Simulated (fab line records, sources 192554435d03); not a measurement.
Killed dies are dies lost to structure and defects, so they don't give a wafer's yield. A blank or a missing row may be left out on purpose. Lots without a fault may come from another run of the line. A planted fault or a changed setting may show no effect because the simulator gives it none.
Problem report in the 8D (eight disciplines) form, filled by code | flow n5_finfet | the parts of the form that need people (team, actions taken, sign-off) are left out

1. THE PROBLEM
M6_ILD_THK at N5_BEOL_M6_THK_MEAS_01 reads a mean of 201.0 nm on 3 wafers of 2 lots; wafers without a fault read 155.1 nm with a standard deviation of 1.9. That is +24 standard deviations from the usual mean.
First seen on wafer L530.3, day 12 00:50, on film_metro-02. The record holds 33 wafers of 11 lots with a number at this step. Rule for "out", or "out of limits": more than 4 standard deviations from the usual mean. The other wafers with a number count as sound.

2. WHAT IT IS AND WHAT IT IS NOT
question                    | is                           | is not
which readings at this step | M6_ILD_THK                   | -
which lots                  | L529, L530                   | L517, L520, L522, L523, L532, L535, L536, L537, L538
which wafers of those lots  | L529.3, L529.5, L530.3       | L529.1, L530.1, L530.2
read on which gauges        | film_metro-01, film_metro-02 | -
when                        | from day 12 00:50            | up to then (14 sound wafers); but 16 sound wafers of L529, L532, L535, L536, L537, L538 came after

3. SUSPECTS, AND WHAT RULES EACH OUT
Counting: a tool at a process step up to the reading stays a suspect if it ran every lot that is out. Sound lots after the first of them don't rule it out here, since some wafers of a struck lot are sound.
- the gauge at N5_BEOL_M6_THK_MEAS_01: ruled out. The wafers that are out were read on 2 gauges (film_metro-01, film_metro-02).
- rtp_anneal-01 at N5_BEOL_M5_ANNEAL_51 (time 90 s): kept. It ran every lot that is out, first L530 (day 11 23:04); its last sound lot up to then is L517 (day 9 01:32).
- pecvd-01 at N5_BEOL_M6_ILD_DEP_00 (deposits SiCOH lowk from DEMS/porogen, target thk 179.75 nm, time 33.4 s): kept. It ran every lot that is out, first L530 (day 11 23:59); its last sound lot up to then is L523 (day 10 12:05).
Left after counting: rtp_anneal-01 at N5_BEOL_M5_ANNEAL_51, pecvd-01 at N5_BEOL_M6_ILD_DEP_00.

4. THE CAUSE (what the simulator had put in)
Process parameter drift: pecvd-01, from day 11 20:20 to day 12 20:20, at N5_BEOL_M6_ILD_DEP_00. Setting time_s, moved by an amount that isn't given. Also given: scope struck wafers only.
Counting left 2 suspects, and this tool is among them.

5. THE CHAIN OF EFFECTS, in route order
Each row: a reading whose mean over the struck wafers that have a number lies more than 3 standard deviations from the usual. Only readings for which the record gives a usual standard deviation are gone through. hours: the time from each lot's start at the first step in this table that gives one to its start at this step, as a median over the lots. sigmas: the change in usual standard deviations.
hours | step                   | reading    | usual    | on struck wafers | change | sigmas
0     | N5_BEOL_M6_THK_MEAS_01 | M6_ILD_THK | 155.1 nm | 201.0            | +45.9  | +24

6. WHAT WOULD HAVE CAUGHT IT SOONER
In this record the first reading out of limits at a measuring or inspecting step was taken at day 12 00:50, 4 hours after the fault began at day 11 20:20.
Of the tool readings at N5_BEOL_M6_ILD_DEP_00 for which the record gives a usual standard deviation, none was out on any struck wafer, so an alarm limit of 4 standard deviations on them would not have fired.
Of the lots that are out (2), L529 began N5_BEOL_M6_ILD_DEP_00 on pecvd-01 after day 12 00:50. A hold on the tool at that time would have spared it.
